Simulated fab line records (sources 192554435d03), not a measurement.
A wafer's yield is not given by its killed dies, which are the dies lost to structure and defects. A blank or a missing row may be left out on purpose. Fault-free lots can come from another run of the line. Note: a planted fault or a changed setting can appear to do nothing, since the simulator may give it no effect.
A lot that was struck, set against a sound lot ; flow n5_finfet ; 38 steps out of a route of 1938
Sound: wafers L964.3, L964.5, L964.6. Struck: wafers L968.1, L968.5. (L968.4 of the same lot was not struck and is left out.) The cause comes at the end.
For every step that has rows: the tool of each side, followed by ch and its chambers, followed by its first start. Under that, the readings that differ: sound wafers ; struck wafers ; difference of the means ; sigmas: that difference in standard deviations of wafers without a fault.
alike: same words and numbers on both sides, and readings whose means sit less than 2 such deviations apart. not compared: any withheld reading, any reading some wafer has no value for, any bound like >300 that may hide the same value, and any number with overlapping values for which the record gives no deviation.
The two part at a step that has a row with sigmas, a row that says differs or no value, or rows on one side only. Non-overlapping numbers with no deviation appear without sigmas and do not part them. A reading missing from all wafers of one side parts the sides only when that side holds two or more wafers.

first, 9 steps without rows for these wafers: N5_PMOS_HMC_CHANNEL_EPI_PRECLEAN_40 (cleans in DHF, time 30 s); N5_PMOS_HMC_CHANNEL_EPI_PRECLEAN_37 (cleans in O3/DIW, time 45 s); N5_PMOS_HMC_CHANNEL_EPI_PRECLEAN_24 (cleans in DHF, time 30 s); N5_PMOS_HMC_CHANNEL_EPI_SRD_25 (time 30 s); N5_PMOS_HMC_CHANNEL_EPI_EPI_26 (deposits Si from SiH4/H2, target thk 3.8 nm, time 22.7 s); N5_FIN_SAQP_PRECLEAN_42 (cleans in O3/DIW, time 60 s); N5_FIN_SAQP_PRECLEAN_00 (cleans in SC1, time 60 s); N5_FIN_SAQP_PRECLEAN_44 (cleans in SC2, time 45 s); N5_FIN_SAQP_SRD_01 (time 30 s).
N5_FIN_SAQP_ALD_61: deposits SiO2, target thk 4 nm, pulse time 1 s, purge time 2 s.
  sound on ald_sin-02 ch 0,1,3, day 3 00:32; struck on ald_sin-02 ch 0,1, day 3 20:42
reading;sound;struck;difference;sigmas
ald_cycles;43 43 43;58 58;+15;
model.SiO2_of_FIN_SAQP_ALD_61.thk_nm (nm);3.989 3.993 3.95;5.387 5.412;+1.422;
  alike: heater_power_outer_w, heater_power_w, precursor_pulse_height_rel
then, 24 steps without rows for these wafers: N5_FIN_SAQP_DENSIFY_62 (time 60 s); N5_FIN_SAQP_HM_DEP_03 (deposits SiNx from SiH4/NH3/N2, target thk 38 nm, time 33.6 s); N5_FIN_SAQP_PECVD_47 (deposits a-Si from SiH4/He, target thk 45 nm, time 36.3 s); N5_FIN_SAQP_PECVD_48 (deposits SiNx from SiH4/NH3/N2, target thk 25 nm, time 22.1 s); N5_FIN_SAQP_PECVD_06 (deposits a-Si from SiH4/He, target thk 60 nm, time 48.1 s); N5_FIN_SAQP_HM_DEP_72 (deposits SiO2 from SiH4/N2O, target thk 12 nm, time 7.2 s); N5_FIN_SAQP_COAT_49 (time 60 s, resist thk 100 nm); N5_FIN_SAQP_COAT_50 (time 60 s, resist thk 35 nm); N5_FIN_SAQP_COAT_10 (resist thk 90 nm); N5_FIN_SAQP_EBR_12; N5_FIN_SAQP_SOFTBAKE_11 (time 60 s); N5_FIN_SAQP_EXPOSE_13 (exposes mask FIN CORE, target cd 35.6 nm); N5_FIN_SAQP_PEB_14 (peb time 60 s); N5_FIN_SAQP_DEVELOP_15 (develop time 30 s); N5_FIN_SAQP_DESCUM_21 (chemistry O2, time 7.9 s); N5_FIN_SAQP_ETCH_51 (etches SiARC in CF4, target depth 45.5 nm, time 75.8 s); N5_FIN_SAQP_ETCH_52 (etches SOC in N2/H2, target depth 100 nm, overetch 20 nm, time 150 s); N5_FIN_SAQP_STRIP_53 (strips in N2/H2); N5_FIN_SAQP_HM_OPEN_73 (chemistry CHF3/O2, target SiO2, stops on a-Si, target depth 12 nm, time 16.8 s); N5_FIN_SAQP_STRIP_74 (strips in CHF3/O2); N5_FIN_SAQP_MANDREL_ETCH_22 (etches a-Si in HBr/Cl2, stops on SiNx, target depth 60 nm, bt time 10 s, time 30 s); N5_FIN_SAQP_STRIP_55 (strips in N2/H2); N5_FIN_SAQP_STRIP_23 (strips in SPM, time 750 s); N5_FIN_SAQP_SRD_66 (time 30 s).
N5_FIN_CUT_CUT_ETCH_27: etches SiO2 in CHF3/O2, target depth 4 nm, overetch 2 nm, time 4.9 s.
  sound on rie_diel-03 ch 0,1, day 3 06:58; struck on rie_diel-03 ch 3, day 4 06:11
reading;sound;struck;difference;sigmas
oes_product_au (a.u.);0.65 0.65 0.58;0.71 0.71;+0.08;+2
model.etch.depth_nm (nm);3.989 3.993 3.95;5.387 5.412;+1.422;
  alike: O2_flow_sccm, drypump_motor_current_A, rf_vpp_V, showerhead_plenum_p_Torr, throttle_valve_pct
  not compared: rf_hours_counter_h
N5_STI_FIN_REVEAL_STRIP_16: strips SiNx in H3PO4, target depth 23.8 nm.
  sound on wet_bench-04 ch 0,5,7, day 3 15:01; struck on wet_bench-03 ch 3,5, day 4 14:12
reading;sound;struck;difference;sigmas
model.SiO2_of_FIN_SAQP_ALD_61.thk_nm (nm);3.8 3.8 3.6;5.2 5.2;+1.5;
  alike: bath_heat_duty_pct
-- record jumps: 6 days separate the struck wafers' starts on either side; left off in module STI_FIN_REVEAL, taken up again in module BEOL_M4, whose first shown step is the route's number 1111 --
N5_BEOL_M4_RC_MEAS_101:
  sound on prober-02 ch 0, day 9 15:17; struck on prober-02 ch 0, day 10 12:00
reading;sound;struck;difference;sigmas
VT_P (mV);-256 -256 -259;-251 -249;+7;+2
  alike: DIBL_N, DIBL_P, IOFF_N, IOFF_P, ION_N, ION_P, SS_N, SS_P, VT_N
-- a jump in the record: the struck wafers' starts before and after are 4 days apart (it breaks off in module BEOL_M4 and resumes in module PASSIVATION, where the first step shown is number 1936 of the route) --
N5_PASSIVATION_PROBE_49:
  sound on prober-01 at day 14 04:37; struck on prober-02 at day 14 20:44
reading;sound;struck;difference;sigmas
killed_at_other;8 15 17;5 3;-9;-3
  alike: defect_limited_yield, killed_at_M0_to_M3, killed_at_M4_up, killed_at_contacts, killed_at_front_end, killed_dies, killed_open, killed_short, sort_bin_5_function, sort_bin_6_memory, sort_bin_8_speed, sort_n_pass, sort_yield_pct

## WHERE THEY PART
First at N5_FIN_CUT_CUT_ETCH_27; last, within this record, at N5_PASSIVATION_PROBE_49.

WHY: what the simulator had put in
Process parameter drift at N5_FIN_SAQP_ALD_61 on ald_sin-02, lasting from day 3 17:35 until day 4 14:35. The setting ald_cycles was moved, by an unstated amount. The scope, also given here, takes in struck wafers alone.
